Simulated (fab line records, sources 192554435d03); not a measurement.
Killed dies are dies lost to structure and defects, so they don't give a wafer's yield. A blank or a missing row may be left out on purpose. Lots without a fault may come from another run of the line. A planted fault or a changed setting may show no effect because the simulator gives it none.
fab line records | flow n5_finfet
record lots=7 wafers=21
route steps=1938 shown MOL_CONTACT_COAG@523 BEOL_M0_SAQP@686 BEOL_M1@800 BEOL_M2@843
start_h: hours from the record's first day to the start of the lot's first wafer shown | wait_h: hours since the lot's step before | " the same as in the row above | L1.1+2: a row that stands for several wafers | - no value, or no start given | * or withheld: withheld | < > ~ a bound
route shown NAME@n: a module of which the file shows steps, and the number in the route of the first | usual: mean/standard deviation of fault-free wafers | same: alike in all rows | chamber/n: place in a boat | sites: the reading at each site | _std_site: their standard deviation | _edge_site: outer sites' mean less inner sites' | radius_mm: how far each site lies from the wafer's centre | mask NAME#n: copy n | behind: the tool/chamber that last shaped the wafer | hold: why the lot was held/for how many hours/how that ended | device: the transistor (n, p or np) that didn't switch | end of line: the same wafers' tests at the end of the route | a step without rows: its recipe alone | killed: dies lost to structure and defects at the first sort, not the wafer's yield | map: a wafer's dies, x killed, . not, _ none there
set.NAME: the setting as run; set.NAME@STEP: as run at that earlier step | model.NAME: the simulator's own value behind a step, which no gauge read
lots whose settings were changed on purpose; a table a step, a row a wafer
## steps
# step N5_MOL_CONTACT_COAG_EXPOSE_05
# recipe mask_id=CA na=0.33 source_shape=annular sigma_inner=0.4 sigma_outer=0.8 polarization=unpolarized defocus_nm=0 dose_mj=38.25
# columns lot.wafer tool chamber start_h wait_h mask set.dose_mj
L074.1+4 euv_scanner-02 0 85.29 - CA#0 38.25
L074.5 " 0 " " CA#0 40.07
L075.3+4+5 euv_scanner-02 0 91.06 - CA#0 38.25
L076.3+4 euv_scanner-02 0 98.16 - CA#0 40.99
L076.6 " 0 " " CA#0 38.25
L078.2+6 euv_scanner-02 0 111.73 - CA#0 38.25
L078.5 " 0 " " CA#0 39.31
L089.1+3 euv_scanner-01 0 176.80 - CA#0 38.25
L089.4 " 0 " " CA#0 40.57
L091.2+3+4 euv_scanner-02 0 189.86 - CA#0 38.25
L092.1+2+4 euv_scanner-02 0 196.30 - CA#0 38.25
# step N5_MOL_CONTACT_COAG_PEB_06
# recipe peb_temp_c=100 peb_time_s=60 resist=CAR-EUV
# step N5_MOL_CONTACT_COAG_DEVELOP_07
# recipe develop_time_s=30 developer=TMAH resist=CAR-EUV rinse_liquid=surfactant_rinse dry=air_spin dev_temp_c=23
# step N5_MOL_CONTACT_COAG_CD_MEAS_08
# recipe target_cd_nm=28 landing_energy_ev=500 detector=se_inlens polarity=opening
# usual cd_nm=28.04/0.24
# columns lot.wafer tool chamber start_h wait_h set.dose_mj@MOL_CONTACT_COAG_EXPOSE_05 cd_nm
L074.1 cd_sem-01 0 85.42 - 38.25 27.89
L074.4 " 0 " " 38.25 28.07
L074.5 " 0 " " 40.07 28.79
L075.3 cd_sem-02 0 91.18 - 38.25 27.95
L075.4 " 0 " " 38.25 28.02
L075.5 " 0 " " 38.25 28.15
L076.3 cd_sem-02 0 98.28 - 40.99 29.59
L076.4 " 0 " " 40.99 28.97
L076.6 " 0 " " 38.25 27.79
L078.2 cd_sem-01 0 111.86 - 38.25 27.98
L078.5 " 0 " " 39.31 28.49
L078.6 " 0 " " 38.25 28.07
L089.1 cd_sem-01 0 176.93 - 38.25 27.98
L089.3 " 0 " " 38.25 27.67
L089.4 " 0 " " 40.57 29.35
L091.2 cd_sem-03 0 189.99 - 38.25 27.94
L091.3 " 0 " " 38.25 28.52
L091.4 " 0 " " 38.25 28.65
L092.1 cd_sem-01 0 196.43 - 38.25 27.76
L092.2 " 0 " " 38.25 28.34
L092.4 " 0 " " 38.25 28.40
# step N5_MOL_CONTACT_COAG_DESCUM_13
# recipe chemistry=O2 time_s=7 source_power_w=50 bias_power_w=20 pressure_mtorr=20 rf_frequency_hz=2.712e+07 temp_c=40 resist=CAR-EUV o2_flow_sccm=225
# step N5_MOL_CONTACT_COAG_ETCH_59
# recipe chemistry=N2/H2 target=underlayer target_depth_a=130 mask_material=CAR-EUV time_s=10.4 ion_energy_ev=200 pressure_mtorr=30 source_w=840 bias_w=150 n2_flow_sccm=200 h2_flow_sccm=200 ends=cleared
# columns lot.wafer tool chamber start_h wait_h set.dose_mj@MOL_CONTACT_COAG_EXPOSE_05 model.MOL_CONTACT_COAG.cd_offset_nm
L074.1 rie_diel-03 2 85.58 0.0 38.25 0
L074.4 " 1 " " 38.25 -0.2
L074.5 " 2 " " 40.07 0.8
L075.3 rie_diel-04 0 91.42 0.0 38.25 0
L075.4 " 3 " " 38.25 0.4
L075.5 " 2 " " 38.25 0.2
L076.3 rie_diel-03 2 98.43 0.0 40.99 1.4
L076.4 " 1 " " 40.99 1.2
L076.6 " 2 " " 38.25 0
L078.2 rie_diel-03 3 112.01 0.0 38.25 0
L078.5 " 2 " " 39.31 0.8
L078.6 " 3 " " 38.25 -0.2
L089.1 rie_diel-01 1 177.09 0.0 38.25 0
L089.3 " 0 " " 38.25 -0.4
L089.4 " 3 " " 40.57 1
L091.2+3 rie_diel-03 0,2 190.14 0.0 38.25 0
L091.4 " 3 " " 38.25 0.2
L092.1 rie_diel-03 2 196.58 0.0 38.25 -0.2
L092.2 " 0 " " 38.25 0
L092.4 " 1 " " 38.25 0.4
# step N5_MOL_CONTACT_COAG_ETCH_105
# recipe chemistry=CF4 target=SiARC target_depth_a=156 mask_material=CAR-EUV time_s=26 ion_energy_ev=80 pressure_mtorr=40 source_w=545 bias_w=36 Ar_flow_sccm=100 cf4_flow_sccm=100 ends=cleared
# columns lot.wafer tool chamber start_h wait_h set.dose_mj@MOL_CONTACT_COAG_EXPOSE_05 model.MOL_CONTACT_COAG.cd_offset_nm
L074.1 rie_diel-03 2 85.60 0.0 38.25 0
L074.4 " 1 " " 38.25 -0.2
L074.5 " 2 " " 40.07 0.8
L075.3 rie_diel-04 0 91.44 0.0 38.25 0
L075.4 " 3 " " 38.25 0.6
L075.5 " 2 " " 38.25 0.2
L076.3+4 rie_diel-03 2,1 98.45 0.0 40.99 1.4
L076.6 " 2 " " 38.25 -0.2
L078.2 rie_diel-03 3 112.03 0.0 38.25 0
L078.5 " 2 " " 39.31 0.8
L078.6 " 3 " " 38.25 -0.2
L089.1 rie_diel-01 1 177.11 0.0 38.25 -0.2
L089.3 " 0 " " 38.25 -0.4
L089.4 " 3 " " 40.57 0.8
L091.2+3 rie_diel-03 0,2 190.16 0.0 38.25 0.2
L091.4 " 3 " " 38.25 0
L092.1 rie_diel-03 2 196.60 0.0 38.25 0
L092.2 " 0 " " 38.25 0.2
L092.4 " 1 " " 38.25 0.4
# step N5_MOL_CONTACT_COAG_CVD_140
# recipe material=W target_thk_a=665 mode=selective_fill temp_c=300 time_s=215
# columns lot.wafer tool chamber start_h wait_h set.target_thk_a model.W_of_MOL_CONTACT_COAG_CVD_140.thk_nm
L074.1 cvd_w-01 0 97.50 0.1 665 65.4
L074.4 " 0 " " 665 66.2
L074.5 " 0 " " 665 66.6
L075.3 cvd_w-02 1 103.36 0.1 631 63.6
L075.4 " 0 " " 631 62.6
L075.5 " 0 " " 665 64.8
L076.3 cvd_w-02 1 116.29 0.1 665 66
L076.4 " 0 " " 712.1 70
L076.6 " 1 " " 665 67.2
L078.2 cvd_w-01 0 122.97 0.1 708.6 70
L078.5 " 0 " " 708.6 70.4
L078.6 " 1 " " 665 66
L089.1 cvd_w-01 0 189.70 0.1 598.4 59.4
L089.3+4 " 0,1 " " 665 66.2
L091.2 cvd_w-02 1 203.98 0.1 665 67.4
L091.3 " 1 " " 665 66.6
L091.4 " 0 " " 665 65.8
L092.1 cvd_w-02 0 208.20 0.1 698.3 70.2
L092.2 " 1 " " 698.3 71.2
L092.4 " 1 " " 665 67.6
# step N5_BEOL_M0_SAQP_EXPOSE_37
# recipe mask_id=M0_CUT1 na=0.33 source_shape=annular sigma_inner=0.35 sigma_outer=0.8 polarization=unpolarized target_cd_nm=30 dose_mj=44.75
# columns lot.wafer tool chamber start_h wait_h mask set.dose_mj
L074.1+4+5 euv_scanner-02 0 108.75 - M0_CUT1#0 44.75
L075.3+5 euv_scanner-02 0 114.46 - M0_CUT1#0 44.75
L075.4 " 0 " " M0_CUT1#0 42.38
L076.3+4+6 euv_scanner-02 0 131.20 - M0_CUT1#0 44.75
L078.2+5+6 euv_scanner-01 0 132.69 - M0_CUT1#0 41.83
L089.1 euv_scanner-01 0 199.03 - M0_CUT1#0 45.75
L089.3+4 " 0 " " M0_CUT1#0 44.75
L091.2+3+4 euv_scanner-01 0 214.89 - M0_CUT1#0 44.75
L092.1+2 euv_scanner-02 0 218.75 - M0_CUT1#0 44.75
L092.4 " 0 " " M0_CUT1#0 42.19
# step N5_BEOL_M0_SAQP_PEB_38
# recipe peb_temp_c=100 peb_time_s=60 resist=CAR-EUV
# step N5_BEOL_M0_SAQP_DEVELOP_39
# recipe develop_time_s=30 developer=TMAH resist=CAR-EUV rinse_liquid=surfactant_rinse dry=air_spin dev_temp_c=23
# step N5_BEOL_M0_SAQP_CD_MEAS_40
# recipe target_cd_nm=30 landing_energy_ev=500 detector=se_inlens
# usual cd_nm=29.9/0.3
# columns lot.wafer tool chamber start_h wait_h set.dose_mj@BEOL_M0_SAQP_EXPOSE_37 cd_nm
L074.1 cd_sem-01 0 108.89 - 44.75 30.4
L074.4 " 0 " " 44.75 30.1
L074.5 " 0 " " 44.75 29.9
L075.3 cd_sem-01 0 114.59 - 44.75 29.8
L075.4 " 0 " " 42.38 28.3
L075.5 " 0 " " 44.75 29.7
L076.3 cd_sem-02 0 131.32 - 44.75 30.0
L076.4 " 0 " " 44.75 29.9
L076.6 " 0 " " 44.75 30.0
L078.2 cd_sem-03 0 132.82 - 41.83 28.3
L078.5 " 0 " " 41.83 28.5
L078.6 " 0 " " 41.83 28.8
L089.1 cd_sem-01 0 199.16 - 45.75 30.6
L089.3 " 0 " " 44.75 29.8
L089.4 " 0 " " 44.75 30.0
L091.2 cd_sem-01 0 215.02 - 44.75 29.4
L091.3 " 0 " " 44.75 29.2
L091.4 " 0 " " 44.75 29.4
L092.1 cd_sem-01 0 218.88 - 44.75 30.2
L092.2 " 0 " " 44.75 30.5
L092.4 " 0 " " 42.19 29.1
# step N5_BEOL_M0_SAQP_DESCUM_45
# recipe chemistry=O2 time_s=7 source_power_w=50 bias_power_w=20 pressure_mtorr=20 rf_frequency_hz=2.712e+07 temp_c=40 resist=CAR-EUV o2_flow_sccm=225
# columns lot.wafer tool chamber start_h wait_h set.dose_mj@BEOL_M0_SAQP_EXPOSE_37 model.BEOL_M0_SAQP.cd_nm
L074.1 rie_diel-06 0 109.01 0.0 44.75 30.2
L074.4 " 2 " " 44.75 30.4
L074.5 " 3 " " 44.75 30
L075.3 rie_diel-02 3 114.71 0.0 44.75 29.6
L075.4 " 1 " " 42.38 28.8
L075.5 " 2 " " 44.75 29.8
L076.3+4+6 rie_diel-06 3,1,2 131.44 0.0 44.75 30
L078.2+5 rie_diel-02 2,0 132.94 0.0 41.83 28.4
L078.6 " 1 " " 41.83 28.6
L089.1 rie_diel-06 1 199.29 0.0 45.75 30.8
L089.3 " 3 " " 44.75 30.2
L089.4 " 2 " " 44.75 30
L091.2 rie_diel-06 1 215.16 0.1 44.75 29.8
L091.3 " 2 " " 44.75 29.6
L091.4 " 1 " " 44.75 30
L092.1 rie_diel-05 0 219.12 0.2 44.75 30.4
L092.2 " 2 " " 44.75 30.2
L092.4 " 0 " " 42.19 29.2
# step N5_BEOL_M0_SAQP_ETCH_88
# recipe chemistry=N2/H2 target=underlayer target_depth_a=65 time_s=5.2 ion_energy_ev=200 mask_material=CAR-EUV pressure_mtorr=30 source_w=840 bias_w=150 n2_flow_sccm=200 h2_flow_sccm=200 ends=cleared
# columns lot.wafer tool chamber start_h wait_h set.dose_mj@BEOL_M0_SAQP_EXPOSE_37 model.BEOL_M0_SAQP.cd_nm
L074.1+5 rie_diel-06 0,3 109.04 0.0 44.75 30
L074.4 " 2 " " 44.75 30.4
L075.3+5 rie_diel-02 3,2 114.74 0.0 44.75 29.8
L075.4 " 1 " " 42.38 28.8
L076.3+4+6 rie_diel-06 3,1,2 131.48 0.0 44.75 30
L078.2+5 rie_diel-02 2,0 132.98 0.0 41.83 28.4
L078.6 " 1 " " 41.83 28.6
L089.1 rie_diel-06 1 199.32 0.0 45.75 30.8
L089.3 " 3 " " 44.75 30.4
L089.4 " 2 " " 44.75 30
L091.2 rie_diel-06 1 215.19 0.0 44.75 29.8
L091.3 " 2 " " 44.75 29.6
L091.4 " 1 " " 44.75 30
L092.1+2 rie_diel-05 0,2 219.16 0.0 44.75 30.4
L092.4 " 0 " " 42.19 29.2
# step N5_BEOL_M1_TRENCH_ETCH_37
# recipe chemistry=C4F6/O2 target_depth_a=552.07 target=SiOC time_s=29 ion_energy_ev=250 pressure_mtorr=30 source_w=355 bias_w=185 Ar_flow_sccm=300 C4F6_flow_sccm=10 O2_flow_sccm=10
# usual rf_vpp_V=674/19
# columns lot.wafer tool chamber start_h wait_h set.source_w rf_vpp_V model.BEOL_M1.feature_depth_nm model.etch.depth_nm
L074.1 rie_diel-05 1 - - 355 649 54.2 54.22
L074.4 " 2 " " 295.6 724 51.8 51.89
L074.5 " 1 " " 295.6 713 50.2 50.27
L075.3 rie_diel-06 1 - - 355 676 54 54.04
L075.4 " 2 " " 355 657 53.6 53.62
L075.5 " 1 " " 295.6 741 51 50.92
L076.3 rie_diel-06 0 - - 300.2 746 50 50.07
L076.4 " 1 " " 300.2 737 50.4 50.38
L076.6 " 0 " " 355 685 53.4 53.45
L078.2 rie_diel-05 1 - - 355 648 53.8 53.86
L078.5 " 1 " " 355 650 53.8 53.72
L078.6 " 0 " " 314.3 737 51.8 51.78
L089.1 rie_diel-02 3 - - 355 717 55 55.06
L089.3 " 1 " " 306.1 747 50.8 50.89
L089.4 " 0 " " 355 678 57.2 57.29
L091.2 rie_diel-05 2 - - 355 658 55.8 55.76
L091.3 " 1 " " 355 649 54.2 54.22
L091.4 " 3 " " 355 668 54.2 54.22
L092.1 rie_diel-02 2 - - 355 660 53.6 53.62
L092.2 " 3 " " 355 717 54.4 54.31
L092.4 " 2 " " 355 659 53.2 53.25
# step N5_BEOL_M2_PECVD_72
# recipe material=SiO2 target_thk_a=160 temp_c=400 precursor=TEOS/O2 pressure_torr=5.5 rf_w=450 teos_flow_sccm=53.8 gas=O2 flow_sccm=3000 time_s=18
# columns lot.wafer tool chamber start_h wait_h set.time_s model.SiO2_of_BEOL_M2_PECVD_72.thk_nm
L074.1 pecvd-02 1 175.98 0.0 18 15.8
L074.4 " 1 " " 19.08 17
L074.5 " 1 " " 18 16
L075.3 pecvd-03 2 176.36 0.0 18 15.6
L075.4 " 0 " " 20.47 18.4
L075.5 " 1 " " 20.47 18.2
L076.3 pecvd-04 1 179.90 0.0 15.45 14
L076.4 " 0 " " 18 16.4
L076.6 " 2 " " 15.45 14.2
L078.2+6 pecvd-04 2,1 187.59 0.0 18 16.2
L078.5 " 0 " " 18 16
L089.1 pecvd-02 2 240.04 0.0 19.71 17.4
L089.3 " 1 " " 18 16
L089.4 " 1 " " 19.71 17.8
L091.2 pecvd-04 2 244.41 0.0 18 16.4
L091.3 " 0 " " 18 16.2
L091.4 " 1 " " 18 16
L092.1 pecvd-03 0 256.43 0.0 18 15.8
L092.2 " 1 " " 17.17 15.2
L092.4 " 0 " " 18 16
# step N5_BEOL_M2_EXPOSE_08
# recipe mask_id=M2 na=0.33 source_shape=dipole sigma_inner=0.369 sigma_outer=0.767 polarization=unpolarized dose_mj=41.25
# columns lot.wafer tool chamber start_h wait_h mask set.dose_mj
L074.1+4+5 euv_scanner-02 0 176.44 - M2#0 41.25
L075.3+4 euv_scanner-01 0 177.39 - M2#0 42.13
L075.5 " 0 " " M2#0 41.25
L076.3+4+6 euv_scanner-01 0 180.65 - M2#0 38.8
L078.2+5+6 euv_scanner-02 0 190.39 - M2#0 41.25
L089.1+3+4 euv_scanner-02 0 241.05 - M2#0 41.25
L091.2+3+4 euv_scanner-02 0 245.28 - M2#0 41.25
L092.1 euv_scanner-01 0 259.65 - M2#0 39.17
L092.2+4 " 0 " " M2#0 41.25
# step N5_BEOL_M2_PEB_09
# recipe peb_temp_c=100 peb_time_s=60 resist=CAR-EUV
# step N5_BEOL_M2_DEVELOP_10
# recipe develop_time_s=30 developer=TMAH resist=CAR-EUV rinse_liquid=surfactant_rinse dry=air_spin dev_temp_c=23
# step N5_BEOL_M2_DESCUM_16
# recipe chemistry=O2 time_s=7 source_power_w=50 bias_power_w=20 pressure_mtorr=20 rf_frequency_hz=2.712e+07 temp_c=40 resist=CAR-EUV o2_flow_sccm=225
# step N5_BEOL_M2_ETCH_74
# recipe chemistry=N2/H2 target=underlayer target_depth_a=65 mask_material=CAR-EUV time_s=5.2 ion_energy_ev=200 pressure_mtorr=30 source_w=840 bias_w=150 n2_flow_sccm=200 h2_flow_sccm=200 ends=cleared
# columns lot.wafer tool chamber start_h wait_h set.dose_mj@BEOL_M2_EXPOSE_08 model.BEOL_M2.cd_offset_nm
L074.1+4 rie_diel-03 3,0 176.73 0.0 41.25 0
L074.5 " 0 " " 41.25 0.2
L075.3 rie_diel-03 3 177.68 0.0 42.13 0.6
L075.4 " 1 " " 42.13 1
L075.5 " 3 " " 41.25 0.2
L076.3+4 rie_diel-04 3,2 180.93 0.0 38.8 -1.2
L076.6 " 0 " " 38.8 -1.4
L078.2 rie_diel-01 3 190.75 0.0 41.25 0.2
L078.5 " 2 " " 41.25 0.4
L078.6 " 1 " " 41.25 0
L089.1+4 rie_diel-01 3,1 241.35 0.0 41.25 -0.4
L089.3 " 0 " " 41.25 0.2
L091.2+4 rie_diel-04 1,3 245.56 0.0 41.25 0
L091.3 " 2 " " 41.25 -0.2
L092.1 rie_diel-04 3 260.13 0.0 39.17 -1
L092.2 " 1 " " 41.25 0.2
L092.4 " 2 " " 41.25 0.4
# step N5_BEOL_M2_ETCH_63
# recipe chemistry=CF4 target=SiARC target_depth_a=156 mask_material=CAR-EUV time_s=26 ion_energy_ev=80 pressure_mtorr=40 source_w=545 bias_w=36 Ar_flow_sccm=100 cf4_flow_sccm=100 ends=cleared
# step N5_BEOL_M2_ETCH_64
# recipe chemistry=N2/H2 target=SOC target_depth_a=750 overetch_a=225 mask_material=SiARC temp_c=40 time_s=121.9 ion_energy_ev=200 pressure_mtorr=30 source_w=840 bias_w=150 n2_flow_sccm=200 h2_flow_sccm=200
# step N5_BEOL_M2_STRIP_97
# recipe chemistry=N2/H2 time_s=10 power_w=450 temp_c=40 pressure_mtorr=20 rf_frequency_hz=6e+07 bias_power_w=7 n2_flow_sccm=200 h2_flow_sccm=200
# step N5_BEOL_M2_HM_STRIP_39
# recipe chemistry=peroxide_tin_strip material=TiN target_depth_a=250 temp_c=50 time_s=158
# columns lot.wafer tool chamber start_h wait_h set.time_s@BEOL_M2_PECVD_72 model.SiO2_of_BEOL_M2_PECVD_72.thk_nm
L074.1 wet_bench-03 2 180.81 0.0 18 15.6
L074.4 " 6 " " 19.08 16.8
L074.5 " 4 " " 18 16
L075.3 wet_bench-02 1 181.05 0.0 18 15.6
L075.4+5 " 2,7 " " 20.47 18.2
L076.3 wet_bench-03 1 186.22 0.0 15.45 13.8
L076.4 " 5 " " 18 16.2
L076.6 " 0 " " 15.45 14
L078.2 wet_bench-03 1 193.00 0.0 18 16
L078.5 " 7 " " 18 15.8
L078.6 " 6 " " 18 16.2
L089.1 wet_bench-01 2 271.58 0.0 19.71 17.2
L089.3 " 1 " " 18 15.8
L089.4 " 3 " " 19.71 17.6
L092.1 wet_bench-03 5 289.63 0.0 18 15.6
L092.2 " 4 " " 17.17 15
L092.4 " 7 " " 18 15.8
L091.2 wet_bench-01 6 292.45 0.0 18 16.2
L091.3 " 0 " " 18 16
L091.4 " 4 " " 18 15.8
## key
split step=N5_MOL_CONTACT_COAG_EXPOSE_05 setting=dose_mj stated=38.25 by=wafer
response step=N5_MOL_CONTACT_COAG_CD_MEAS_08 reading=cd_nm change=+0.212 per=1% r=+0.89
response step=N5_MOL_CONTACT_COAG_ETCH_59 reading=model.MOL_CONTACT_COAG.cd_offset_nm change=+0.197 per=1% r=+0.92
response step=N5_MOL_CONTACT_COAG_ETCH_105 reading=model.MOL_CONTACT_COAG.cd_offset_nm change=+0.21 per=1% r=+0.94
split step=N5_MOL_CONTACT_COAG_CVD_140 setting=target_thk_a stated=665 by=wafer
response step=N5_MOL_CONTACT_COAG_CVD_140 reading=model.W_of_MOL_CONTACT_COAG_CVD_140.thk_nm change=+0.588 per=1% r=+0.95
split step=N5_BEOL_M0_SAQP_EXPOSE_37 setting=dose_mj stated=44.75 by=wafer
response step=N5_BEOL_M0_SAQP_CD_MEAS_40 reading=cd_nm change=+0.248 per=1% r=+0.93
response step=N5_BEOL_M0_SAQP_DESCUM_45 reading=model.BEOL_M0_SAQP.cd_nm change=+0.192 per=1% r=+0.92
response step=N5_BEOL_M0_SAQP_ETCH_88 reading=model.BEOL_M0_SAQP.cd_nm change=+0.205 per=1% r=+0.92
split step=N5_BEOL_M1_TRENCH_ETCH_37 setting=source_w stated=355 by=wafer
response step=N5_BEOL_M1_TRENCH_ETCH_37 reading=rf_vpp_V change=-4.44 per=1% r=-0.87
response step=N5_BEOL_M1_TRENCH_ETCH_37 reading=model.BEOL_M1.feature_depth_nm change=+0.22 per=1% r=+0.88
response step=N5_BEOL_M1_TRENCH_ETCH_37 reading=model.etch.depth_nm change=+0.221 per=1% r=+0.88
split step=N5_BEOL_M2_PECVD_72 setting=time_s stated=18 by=wafer
response step=N5_BEOL_M2_PECVD_72 reading=model.SiO2_of_BEOL_M2_PECVD_72.thk_nm change=+0.176 per=1% r=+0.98
response step=N5_BEOL_M2_HM_STRIP_39 reading=model.SiO2_of_BEOL_M2_PECVD_72.thk_nm change=+0.173 per=1% r=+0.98
split step=N5_BEOL_M2_EXPOSE_08 setting=dose_mj stated=41.25 by=wafer
response step=N5_BEOL_M2_ETCH_74 reading=model.BEOL_M2.cd_offset_nm change=+0.261 per=1% r=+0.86
